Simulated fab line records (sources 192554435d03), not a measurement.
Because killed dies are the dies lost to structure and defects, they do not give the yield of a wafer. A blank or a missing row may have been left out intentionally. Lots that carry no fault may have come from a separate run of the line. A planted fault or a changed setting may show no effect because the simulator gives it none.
One fault through the eyes of 2 desks / flow n5Finfet / numbers are kept per desk, each desk with only its own; the story behind them comes last

== METROLOGY DESK ==
What the gauges read, lot by lot, whatever tool the lot ran on: means of the sampled wafers that have a number. If a lot's mean is further than 4 standard deviations from the usual mean, the lot is out of limits and carries the mark OUT (the distance appears in the brackets).
Columns: A = cdNm at N5_MOL_CONTACT_COAG_CD_MEAS_101, usual 16.2 nm; B = VIA_MOL_THK at N5_MOL_CONTACT_COAG_THK_MEAS_53, usual 43.9 nm; C = thkNm at N5_BEOL_M0_SAQP_THK_MEAS_05, usual 60.0 nm
lot=L259; first seen here=day 5 18:14; A=16.3; B=44.9; C=60.2
lot=L272; first seen here=day 8 21:08; A=16.4; B=43.1; C=60.7
lot=L273; first seen here=day 9 00:12; A=16.0; B=43.6; C=59.4
lot=L279; first seen here=day 10 10:52; A=16.4; B=43.5; C=60.4
lot=L280; first seen here=day 10 15:52; A=16.0; B=43.7; C=60.2
This desk's verdict: no lot among the 5 shows anything out of limits.

== AT THE TOOL OWNER'S DESK: plasmaAsher-01 ==
The tool's own readings at N5_MOL_CONTACT_COAG_STRIP_49 (strips in N2/H2, time 30 s): means of the sampled wafers that have a number, for each lot that ran on this tool. If a lot's mean is further than 4 standard deviations from the usual mean, the lot is out of limits and carries the mark OUT (the distance appears in the brackets).
Columns: A = drypumpMotorCurrentA at N5_MOL_CONTACT_COAG_STRIP_49, usual 6.05 A; B = h2FlowSccm at N5_MOL_CONTACT_COAG_STRIP_49, usual 3250 sccm; C = heaterPowerW at N5_MOL_CONTACT_COAG_STRIP_49, usual 359 W
lot=L273; first seen here=day 9 00:04; A=5.86; B=3256; C=373
lot=L280; first seen here=day 10 15:44; A=5.84; B=3243; C=374
This desk's verdict: no lot among the 2 shows anything out of limits.

== TAKEN TOGETHER ==
From the metrology desk's view, nothing was out of limits.
The desk of the tool owner found nothing out of limits.

== WHAT WAS PUT IN BY THE SIMULATOR ==
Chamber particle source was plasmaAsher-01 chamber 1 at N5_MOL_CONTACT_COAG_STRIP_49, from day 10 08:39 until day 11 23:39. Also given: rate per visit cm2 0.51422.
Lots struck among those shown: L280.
